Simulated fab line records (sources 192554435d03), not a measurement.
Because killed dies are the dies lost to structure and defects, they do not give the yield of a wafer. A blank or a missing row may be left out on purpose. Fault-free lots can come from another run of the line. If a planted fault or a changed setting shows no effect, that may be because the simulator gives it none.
Chamber matching	flow n5_finfet	4 sister chambers for N5_STI_FIN_REVEAL_STRIP_24 on rie_diel-01
The step strips in N2/H2, time 90 s. 22 wafers are shown with their chamber, then 11 later ones without.

EACH WAFER AND ITS CHAMBER
wafer	chamber	drypump_motor_current_A (A)	showerhead_plenum_p_Torr (Torr)	oes_product_au (a.u.)
L074.2	2	4.9	3.26	0.75
L074.5	1	6.2	3.58	0.87
L074.6	0	6.8	3.38	0.77
L076.1	2	4.9	3.25	0.75
L076.2	3	5.1	3.33	0.93
L076.5	0	6.8	3.38	0.77
L079.2	3	5.1	3.32	0.91
L079.3	1	6.2	3.57	0.86
L079.4	0	6.8	3.37	0.77
L081.2	3	5.1	3.32	0.90
L081.5	1	6.2	3.57	0.87
L081.6	2	4.9	3.25	0.74
L083.1	0	6.8	3.37	0.76
L083.3	1	6.1	3.57	0.86
L083.4	2	4.9	3.25	0.74
L084.1	0	6.8	3.37	0.76
L084.3	3	5.1	3.32	0.90
L084.6	1	6.1	3.57	0.86
L088.1	2	4.9	3.24	0.73
L088.3	1	6.2	3.56	0.85
L088.6	2	4.9	3.24	0.73
L091.1	2	4.9	3.24	0.73

SIGNATURES (means of the wafers above)
reading	chamber 0	chamber 1	chamber 2	chamber 3	scatter within a chamber
drypump_motor_current_A	6.800	6.167	4.900	5.100	0.0272
showerhead_plenum_p_Torr	3.3740	3.5700	3.2471	3.3225	0.0064
oes_product_au	0.7660	0.8617	0.7386	0.9100	0.0091
Rule: distance of a wafer from a chamber = root of the sum over the readings of ((wafer's reading minus chamber's mean) / reading's scatter) squared. The wafer belongs to the nearest chamber; if the next one is less than 2 further off, it can't be placed. How the scatter is found: for the shown wafers, subtract from each reading the mean of its chamber, square and add these, divide the total by (wafers less chambers), then take the root.

WAFERS MISSING THEIR CHAMBER
wafer	drypump_motor_current_A (A)	showerhead_plenum_p_Torr (Torr)	oes_product_au (a.u.)
L091.5	6.8	3.36	0.76
L091.6	5.1	3.31	0.87
L093.2	4.9	3.24	0.72
L093.4	6.1	3.56	0.82
L093.5	5.1	3.31	0.85
L096.2	4.9	3.23	0.72
L096.4	4.9	3.23	0.71
L096.6	6.8	3.36	0.75
L097.4	6.1	3.55	0.83
L097.5	6.8	3.35	0.74
L097.6	5.1	3.31	0.85

CHAMBER TAKEN BY EACH
wafer	from the rows above	in truth
L091.5	0	0
L091.6	3	3
L093.2	2	2
L093.4	1	1
L093.5	3	3
L096.2	2	2
L096.4	2	2
L096.6	0	0
L097.4	1	1
L097.5	0	0
L097.6	3	3
Correct placement for 11 of the 11. Not placeable from these rows: 0. Placed wrongly: 0.
